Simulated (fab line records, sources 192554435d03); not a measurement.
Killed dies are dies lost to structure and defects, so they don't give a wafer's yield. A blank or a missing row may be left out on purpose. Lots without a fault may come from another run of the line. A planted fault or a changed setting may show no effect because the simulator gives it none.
A struck lot beside a sound one | flow n5_finfet | 38 steps out of a route of 1938
Sound: wafers L588.2, L588.3, L588.5. Struck: wafers L600.1, L600.2, L600.6. The cause comes at the end.
At each step with rows: each side's tool, then ch and its chambers, then its first start. Under that, the readings that differ: sound wafers | struck wafers | difference of the means | sigmas: that difference in standard deviations of wafers without a fault.
alike: readings whose means differ by less than 2 such deviations, and words and numbers that are the same on both sides. not compared: withheld readings, readings that some wafer has no value for, bounds like >300 that may hide the same value, and numbers for which the record gives no deviation and whose values overlap.
The two part at a step that has a row with sigmas, a row that says differs or no value, or rows on one side only. Numbers that don't overlap but have no deviation are shown without sigmas and don't part them. A reading that every wafer of one side lacks parts them only if that side has two wafers or more.

first, 9 steps without rows for these wafers: N5_BEOL_M2_COAT_76 (time 60 s, resist thk 5 nm); N5_BEOL_M2_COAT_22 (resist thk 30 nm); N5_BEOL_M2_EBR_24; N5_BEOL_M2_SOFTBAKE_23 (time 60 s); N5_BEOL_M2_EXPOSE_25 (exposes mask V1, defocus 5 nm); N5_BEOL_M2_PEB_26 (peb time 60 s); N5_BEOL_M2_DEVELOP_27 (develop time 30 s); N5_BEOL_M2_DESCUM_33 (chemistry O2, time 7 s); N5_BEOL_M2_ETCH_77 (etches underlayer in N2/H2, target depth 6.5 nm, time 5.2 s).
N5_BEOL_M2_ETCH_69: etches SiARC in CF4, target depth 15.6 nm, time 26 s.
  sound on rie_diel-01 ch 0,1, day 7 13:26; struck on rie_diel-01 ch 0,1, day 10 14:16
  alike: drypump_motor_current_A, etch_rf_on_time_s, oes_product_au, rf_vpp_V, showerhead_plenum_p_Torr, throttle_valve_pct
  not compared: rf_hours_counter_h
then, 27 steps without rows for these wafers: N5_BEOL_M2_ALD_98 (deposits SiO2, target thk 2.5 nm, pulse time 1 s, co reactant pulse time 1 s); N5_BEOL_M2_ETCHBACK_99 (etches SiO2 in CHF3, target depth 5 nm, time 10.4 s); N5_BEOL_M2_ETCH_70 (etches SOC in N2/H2, target depth 80 nm, overetch 24 nm, time 130 s); N5_BEOL_M2_STRIP_71 (strips in N2/H2); N5_BEOL_M2_STRIP_78 (strips in N2/H2); N5_BEOL_M2_VIA_ETCH_34 (etches the open film in C4F6/O2, target depth 69.4 nm, time 65.9 s); N5_BEOL_M2_STRIP_83 (strips in C4F6/O2); N5_BEOL_M2_STRIP_36 (strips in N2/H2); N5_BEOL_M2_TRENCH_ETCH_37 (etches SiOC in C4F6/O2, target depth 55.555 nm, time 29.2 s); N5_BEOL_M2_ETCH_41 (etches SiCN in CH3F/O2, target depth 29.9 nm, time 52.5 s); N5_BEOL_M2_STRIP_97 (strips in N2/H2, time 10 s); N5_BEOL_M2_HM_STRIP_39 (strips TiN in peroxide tin strip, target depth 25 nm, time 158 s); N5_BEOL_M2_SRD_40 (time 30 s); N5_BEOL_M2_PRECLEAN_42 (cleans in residue remover, time 60 s); N5_BEOL_M2_SRD_43 (time 30 s); N5_BEOL_M2_DEGAS_44 (time 60 s); N5_BEOL_M2_PRE_CLEAN_45 (time 30 s); N5_BEOL_M2_ALD_84 (deposits TaN, pulse time 2 s, purge time 3 s, co reactant purge time 2 s); N5_BEOL_M2_SURFACE_TREAT_85; N5_BEOL_M2_CVD_47 (deposits Co from CCTBA/H2, target thk 3 nm, time 223.8 s); N5_BEOL_M2_SPUTTER_48 (material Cu, target thk 4.5 nm, time 8.29 s); N5_BEOL_M2_ANNEAL_49 (time 240 s); N5_BEOL_M2_SPUTTER_79 (material Cu, target thk 4.5 nm, time 8.29 s); N5_BEOL_M2_ANNEAL_80 (time 240 s); N5_BEOL_M2_SPUTTER_81 (material Cu, target thk 4.5 nm, time 8.29 s); N5_BEOL_M2_ANNEAL_82 (time 240 s); N5_BEOL_M2_SPUTTER_86 (material Cu, target thk 4.5 nm, time 8.29 s).
-- the record jumps here: 6 days lie between the struck wafers' starts before and after (it left off in module BEOL_M2 and takes up again in module PASSIVATION, whose first step shown is number 1936 of the route) --
N5_PASSIVATION_PROBE_49:
  sound on prober-02, day 13 01:54; struck on prober-01, day 16 05:20
  reading                  | sound          | struck         | difference | sigmas
  defect_limited_yield (%) | 90.4 90.3 89.7 | 88.5 83.5 84.1 | -4.8       | -3
  killed_at_M0_to_M3       | 35 28 34       | 67 118 112     | +67        | +7
  killed_dies              | 113 115 122    | 136 195 188    | +56        | +3
  sort_bin_5_function (%)  | 5.0 5.8 5.8    | 6.7 10.5 9.9   | +3.5       | +4
  sort_n_pass              | 1067 1065 1058 | 1044 985 992   | -56        | -3
  sort_yield_pct (%)       | 90.4 90.3 89.7 | 88.5 83.5 84.1 | -4.8       | -3
  alike: killed_at_M4_up, killed_at_contacts, killed_at_front_end, killed_at_other, killed_open, killed_short, sort_bin_6_memory

WHERE THEY PART
Only at N5_PASSIVATION_PROBE_49, within this record.

WHY: what the simulator had put in
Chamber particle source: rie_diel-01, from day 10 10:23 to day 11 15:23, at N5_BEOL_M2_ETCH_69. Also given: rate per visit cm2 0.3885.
